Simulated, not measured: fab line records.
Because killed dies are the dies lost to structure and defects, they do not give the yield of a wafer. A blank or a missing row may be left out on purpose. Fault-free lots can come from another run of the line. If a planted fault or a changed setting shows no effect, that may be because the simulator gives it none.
Chamber matching :: flow nand harc :: NHARC_P_STI_CMP_21 on cmp-03: 4 sister chambers
The step polishes, t overpolish 20 s, target thk 380.67 nm. 14 wafers are shown with their chamber, then 7 later ones without.

== WAFERS, EACH WITH ITS CHAMBER ==
wafer: L895.2
chamber: 2
motor current A (A): 12.7
overpolish run s (s): 19.992
edge zone pressure frac: 0.998

wafer: L895.4
chamber: 0
motor current A (A): 12.3
overpolish run s (s): 20.001
edge zone pressure frac: 1.006

wafer: L895.6
chamber: 1
motor current A (A): 13.4
overpolish run s (s): 20.016
edge zone pressure frac: 1.007

wafer: L897.3
chamber: 1
motor current A (A): 12.8
overpolish run s (s): 19.992
edge zone pressure frac: 0.992

wafer: L897.4
chamber: 0
motor current A (A): 11.6
overpolish run s (s): 19.999
edge zone pressure frac: 0.993

wafer: L897.6
chamber: 2
motor current A (A): 12.3
overpolish run s (s): 19.993
edge zone pressure frac: 1.000

wafer: L899.1
chamber: 1
motor current A (A): 12.9
overpolish run s (s): 20.014
edge zone pressure frac: 1.002

wafer: L899.5
chamber: 2
motor current A (A): 13.1
overpolish run s (s): 20.005
edge zone pressure frac: 1.015

wafer: L899.6
chamber: 3
motor current A (A): 12.5
overpolish run s (s): 19.999
edge zone pressure frac: 0.999

wafer: L902.2
chamber: 1
motor current A (A): 13.4
overpolish run s (s): 20.003
edge zone pressure frac: 0.996

wafer: L902.4
chamber: 0
motor current A (A): 11.1
overpolish run s (s): 19.998
edge zone pressure frac: 0.995

wafer: L902.6
chamber: 3
motor current A (A): 12.5
overpolish run s (s): 20.004
edge zone pressure frac: 0.995

wafer: L910.3
chamber: 1
motor current A (A): 12.3
overpolish run s (s): 20.016
edge zone pressure frac: 1.000

wafer: L910.5
chamber: 0
motor current A (A): 12.0
overpolish run s (s): 19.996
edge zone pressure frac: 0.999

SIGNATURES (means of the wafers above)
reading: motor current A
chamber 0: 11.750
chamber 1: 12.960
chamber 2: 12.700
chamber 3: 12.500
scatter within a chamber: 0.445

reading: overpolish run s
chamber 0: 19.99850
chamber 1: 20.00820
chamber 2: 19.99667
chamber 3: 20.00150
scatter within a chamber: 0.00758

reading: edge zone pressure frac
chamber 0: 0.99825
chamber 1: 0.99940
chamber 2: 1.00433
chamber 3: 0.99700
scatter within a chamber: 0.00641
Rule: a wafer lies at a distance from a chamber equal to the root of the sum of squares, over the readings, of (its reading less the chamber's mean, divided by the reading's scatter). If the next closest chamber is less than 2 further off than the closest, the wafer can't be placed; otherwise it belongs to the closest. The scatter: the root of (the sum of the squares of (reading less its chamber's mean) over the shown wafers, divided by (wafers less chambers)).

== WAFERS WHOSE CHAMBER IS MISSING ==
wafer: L910.6
motor current A (A): 11.9
overpolish run s (s): 20.001
edge zone pressure frac: 1.007

wafer: L912.3
motor current A (A): 13.0
overpolish run s (s): 19.991
edge zone pressure frac: 1.006

wafer: L912.4
motor current A (A): 12.1
overpolish run s (s): 19.998
edge zone pressure frac: 0.988

wafer: L912.6
motor current A (A): 13.0
overpolish run s (s): 19.991
edge zone pressure frac: 1.009

wafer: L911.2
motor current A (A): 11.7
overpolish run s (s): 20.006
edge zone pressure frac: 0.996

wafer: L911.3
motor current A (A): 13.4
overpolish run s (s): 20.002
edge zone pressure frac: 0.996

wafer: L911.4
motor current A (A): 12.4
overpolish run s (s): 19.993
edge zone pressure frac: 0.999

== EACH ONE'S CHAMBER ==
wafer: L910.6
from the rows above: can't be placed: 0 or 2 or 3 or 1
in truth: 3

wafer: L912.3
from the rows above: can't be placed: 2 or 3 or 1
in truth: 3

wafer: L912.4
from the rows above: can't be placed: 3 or 0 or 2 or 1
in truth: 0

wafer: L912.6
from the rows above: can't be placed: 2 or 3 or 1
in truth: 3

wafer: L911.2
from the rows above: can't be placed: 0 or 3 or 2 or 1
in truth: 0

wafer: L911.3
from the rows above: can't be placed: 1 or 3 or 2
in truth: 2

wafer: L911.4
from the rows above: can't be placed: 2 or 3 or 0 or 1
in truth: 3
Placed correctly: 0 of 7. Cannot be placed on the basis of these rows: 7; the candidates contain the true chamber in 7. Number placed wrongly: 0.
